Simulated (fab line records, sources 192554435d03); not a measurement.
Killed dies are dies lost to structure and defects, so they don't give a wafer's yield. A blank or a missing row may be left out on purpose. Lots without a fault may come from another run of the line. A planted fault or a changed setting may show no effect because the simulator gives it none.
A struck lot beside a sound one | flow n5_finfet | 14 steps out of a route of 1938
Sound: wafers L834.3, L834.4, L834.6. Struck: wafer L844.3. (L844.1, L844.4 of the same lot were not struck and are left out.) The cause comes at the end.
At each step with rows: each side's tool, then ch and its chambers, then its first start. Under that, the readings that differ: sound wafers | struck wafers | difference of the means | sigmas: that difference in standard deviations of wafers without a fault.
alike: readings whose means differ by less than 2 such deviations, and words and numbers that are the same on both sides. not compared: withheld readings, readings that some wafer has no value for, bounds like >300 that may hide the same value, and numbers for which the record gives no deviation and whose values overlap.
The two part at a step that has a row with sigmas, a row that says differs or no value, or rows on one side only. Numbers that don't overlap but have no deviation are shown without sigmas and don't part them. A reading that every wafer of one side lacks parts them only if that side has two wafers or more.

first, 5 steps without rows for these wafers: N5_BEOL_M11_EBR_24; N5_BEOL_M11_SOFTBAKE_23 (time 60 s); N5_BEOL_M11_EXPOSE_25 (exposes mask V10); N5_BEOL_M11_PEB_26 (peb time 60 s); N5_BEOL_M11_DEVELOP_27 (develop time 30 s).
N5_BEOL_M11_CD_MEAS_28: target cd 70 nm.
  sound on cd_sem-03 ch 0, day 13 01:01; struck on cd_sem-01 ch 0, day 15 18:08
  alike: cd_nm
N5_BEOL_M11_OVL_MEAS_29:
  sound on overlay-02 ch 0, day 13 01:04; struck on overlay-01 ch 0, day 15 18:10
  alike: V10_OVL
N5_BEOL_M11_INSPECT_30: inspects for defects (brightfield).
  sound on defect_inspect-02, day 13 01:05; struck on defect_inspect-02, day 15 18:11
  alike: raw_defect_count
N5_BEOL_M11_DESCUM_33: chemistry O2, time 7.9 s.
  sound on rie_diel-03 ch 0,2, day 13 01:07; struck on rie_diel-05 ch 1, day 15 19:04
  alike: drypump_motor_current_A, oes_product_au, rf_fwd_power_W, rf_vpp_V, showerhead_plenum_p_Torr, throttle_valve_pct
  not compared: rf_hours_counter_h
N5_BEOL_M11_ETCH_65: etches SiARC in CF4, target depth 39 nm, time 65 s.
  sound on rie_diel-03 ch 0,2, day 13 01:09; struck on rie_diel-05 ch 1, day 15 19:06
  alike: drypump_motor_current_A, etch_rf_on_time_s, oes_product_au, rf_fwd_power_W, rf_vpp_V, showerhead_plenum_p_Torr, throttle_valve_pct
  not compared: rf_hours_counter_h
N5_BEOL_M11_ETCH_66: etches SOC in N2/H2, target depth 120 nm, overetch 24 nm, time 180 s.
  sound on rie_diel-03 ch 0,2, day 13 01:12; struck on rie_diel-05 ch 1, day 15 19:09
  alike: drypump_motor_current_A, oes_product_au, rf_fwd_power_W, rf_vpp_V, run_length_s, showerhead_plenum_p_Torr, throttle_valve_pct
  not compared: rf_hours_counter_h
then, 1 step without rows for these wafers: N5_BEOL_M11_STRIP_69 (strips in N2/H2).
N5_BEOL_M11_VIA_ETCH_34: etches SiCOH lowk in C4F6/O2, target depth 184.5 nm, time 69.2 s.
  sound on rie_diel-03 ch 0,2, day 13 01:19; struck on rie_diel-05 ch 1, day 15 19:17
  reading                                   | sound          | struck | difference | sigmas
  run_length_s (s)                          | 92.7 92.9 92.5 | 88.9   | -3.8       | -11
  model.etch.depth_nm (nm)                  | 182.8 184 185  | 175.2  | -8.7       |
  model.SOC_of_BEOL_M11_COAT_63.thk_nm (nm) | 91.6 91.8 91.4 | 92.6   | +1.0       |
  alike: drypump_motor_current_A, oes_product_au, rf_vpp_V, showerhead_plenum_p_Torr, throttle_valve_pct
  not compared: rf_fwd_power_W, rf_hours_counter_h
then, 1 step without rows for these wafers: N5_BEOL_M11_STRIP_73 (strips in C4F6/O2).

WHERE THEY PART
Only at N5_BEOL_M11_VIA_ETCH_34, within this record.

WHY: what the simulator had put in
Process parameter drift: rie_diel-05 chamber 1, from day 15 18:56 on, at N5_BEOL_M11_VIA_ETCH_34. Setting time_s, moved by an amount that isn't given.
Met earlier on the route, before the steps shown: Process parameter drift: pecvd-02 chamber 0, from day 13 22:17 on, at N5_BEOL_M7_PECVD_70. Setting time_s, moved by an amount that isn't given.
